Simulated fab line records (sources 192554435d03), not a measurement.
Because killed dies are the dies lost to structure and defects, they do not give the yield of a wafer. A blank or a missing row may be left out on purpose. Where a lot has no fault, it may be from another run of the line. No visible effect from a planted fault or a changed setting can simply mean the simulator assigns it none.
Shared-tool check + flow n5Finfet + 27 wafers sampled across 9 lots

## REASON FOR OPENING
At N5_ZERO_LAYER_INSPECT_20 the reading rawDefectCount is flagged on 2 of 9 lots. Fault-free wafers read 38, with a standard deviation of 16.
Rule: flag the lot when none of its wafers has a number, or when each of its wafers that has one lies beyond 4 standard deviations from that mean. As for the other lots, they are considered sound.

| lot  | measured    | on               | rawDefectCount, wafer by wafer | flag    |
|------|-------------|------------------|--------------------------------|---------|
| L669 | day 2 01:30 | defectInspect-02 | 81 32 49                       |         |
| L672 | day 2 19:32 | defectInspect-01 | 40 27 15                       |         |
| L673 | day 3 01:23 | defectInspect-01 | 45 41 36                       |         |
| L674 | day 3 07:48 | defectInspect-01 | 52 32 31                       |         |
| L676 | day 3 19:37 | defectInspect-01 | 41 52 49                       |         |
| L677 | day 4 01:16 | defectInspect-02 | 12 21 24                       |         |
| L684 | day 5 19:23 | defectInspect-02 | 1496 1473 1455                 | FLAGGED |
| L687 | day 6 13:15 | defectInspect-02 | 1436 1443 1409                 | FLAGGED |
| L689 | day 7 01:37 | defectInspect-02 | 37 42 29                       |         |
The mean of the flagged lots' numbers is 1452, +1414 from the usual (+88 standard deviations).

## LOT BY LOT: THE TOOL USED
3 process steps preceding the reading are held in the record, out of 1938 steps in the route. In each cell: the tool, then ch and the chambers that the sampled wafers went through, then the start.
| lot  | flag    | N5_ZERO_LAYER_DESCUM_16          | N5_ZERO_LAYER_ETCH_17            | N5_ZERO_LAYER_STRIP_19            |
|------|---------|----------------------------------|----------------------------------|-----------------------------------|
| L669 |         | rieDiel-06 ch 1,2,3, day 2 00:55 | rieDiel-06 ch 1,2,3, day 2 00:57 | wetBench-06 ch 0,2,6, day 2 01:13 |
| L672 |         | rieDiel-01 ch 0,2, day 2 18:58   | rieDiel-01 ch 0,2, day 2 19:00   | wetBench-01 ch 1,2,7, day 2 19:16 |
| L673 |         | rieDiel-02 ch 1,2,3, day 3 00:48 | rieDiel-02 ch 1,2,3, day 3 00:50 | wetBench-02 ch 1,2,7, day 3 01:06 |
| L674 |         | rieDiel-02 ch 1,2,3, day 3 07:14 | rieDiel-02 ch 1,2,3, day 3 07:16 | wetBench-01 ch 0,1,7, day 3 07:32 |
| L676 |         | rieDiel-01 ch 0,1,3, day 3 18:41 | rieDiel-01 ch 0,1,3, day 3 18:43 | wetBench-01 ch 0,1,6, day 3 19:20 |
| L677 |         | rieDiel-06 ch 2,3, day 4 00:41   | rieDiel-06 ch 2,3, day 4 00:43   | wetBench-06 ch 1,2,6, day 4 00:59 |
| L684 | FLAGGED | rieDiel-02 ch 1,3, day 5 18:48   | rieDiel-02 ch 1,3, day 5 18:50   | wetBench-06 ch 4,6,7, day 5 19:06 |
| L687 | FLAGGED | rieDiel-06 ch 0,1, day 6 12:41   | rieDiel-06 ch 0,1, day 6 12:43   | wetBench-06 ch 3,6,7, day 6 12:59 |
| L689 |         | rieDiel-02 ch 1,3, day 7 01:02   | rieDiel-02 ch 1,3, day 7 01:04   | wetBench-02 ch 3,6,7, day 7 01:21 |
What is done by these steps:
- N5_ZERO_LAYER_DESCUM_16: chemistry O2, time 7.9 s.
- N5_ZERO_LAYER_ETCH_17: etches SiO2 in CF4, target depth 12 nm, time 13.3 s.
- N5_ZERO_LAYER_STRIP_19: strips in SPM, time 900 s.
- N5_ZERO_LAYER_INSPECT_20: inspects for defects (darkfield).

## FLAGGED AGAINST TOTAL, ONE TOOL AT A TIME (gauges that did the reading follow at the end)
| step                     | tool             | lots run | flagged | share of the flagged lots | sound lots run after its first flagged lot |
|--------------------------|------------------|----------|---------|---------------------------|--------------------------------------------|
| N5_ZERO_LAYER_DESCUM_16  | rieDiel-01       | 2        | 0       | none                      | -                                          |
| N5_ZERO_LAYER_DESCUM_16  | rieDiel-02       | 4        | 1       | some                      | 1 (L689)                                   |
| N5_ZERO_LAYER_DESCUM_16  | rieDiel-06       | 3        | 1       | some                      | 0                                          |
| N5_ZERO_LAYER_ETCH_17    | rieDiel-01       | 2        | 0       | none                      | -                                          |
| N5_ZERO_LAYER_ETCH_17    | rieDiel-02       | 4        | 1       | some                      | 1 (L689)                                   |
| N5_ZERO_LAYER_ETCH_17    | rieDiel-06       | 3        | 1       | some                      | 0                                          |
| N5_ZERO_LAYER_STRIP_19   | wetBench-01      | 3        | 0       | none                      | -                                          |
| N5_ZERO_LAYER_STRIP_19   | wetBench-02      | 2        | 0       | none                      | -                                          |
| N5_ZERO_LAYER_STRIP_19   | wetBench-06      | 4        | 2       | all                       | 0                                          |
| N5_ZERO_LAYER_INSPECT_20 | defectInspect-01 | 4        | 0       | none                      | -                                          |
| N5_ZERO_LAYER_INSPECT_20 | defectInspect-02 | 5        | 2       | all                       | 1 (L689)                                   |

## WHAT IS ALLOWED BY THE TABLE
Every flagged lot went through 2 rows of the table: wetBench-06 at N5_ZERO_LAYER_STRIP_19 and defectInspect-02 at N5_ZERO_LAYER_INSPECT_20.
- wetBench-06 at N5_ZERO_LAYER_STRIP_19 ran 4 lots, 2 of them flagged. It ran its last sound lot, L677, at day 4 00:59 and its first flagged lot, L684, at day 5 19:06: a fault with its onset between the two fits.
- defectInspect-02 at N5_ZERO_LAYER_INSPECT_20 ran 5 lots, 2 of them flagged. Sound lots ran on it after the first flagged one (L689), which a lasting fault on the whole tool wouldn't allow.
Left over: one tool, wetBench-06 at N5_ZERO_LAYER_STRIP_19.

## WHAT WAS PUT IN BY THE SIMULATOR
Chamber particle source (wetBench-06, N5_ZERO_LAYER_STRIP_19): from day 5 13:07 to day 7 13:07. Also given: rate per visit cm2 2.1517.
Shown lots that were struck: L684, L687. The rule above reached the same finding.
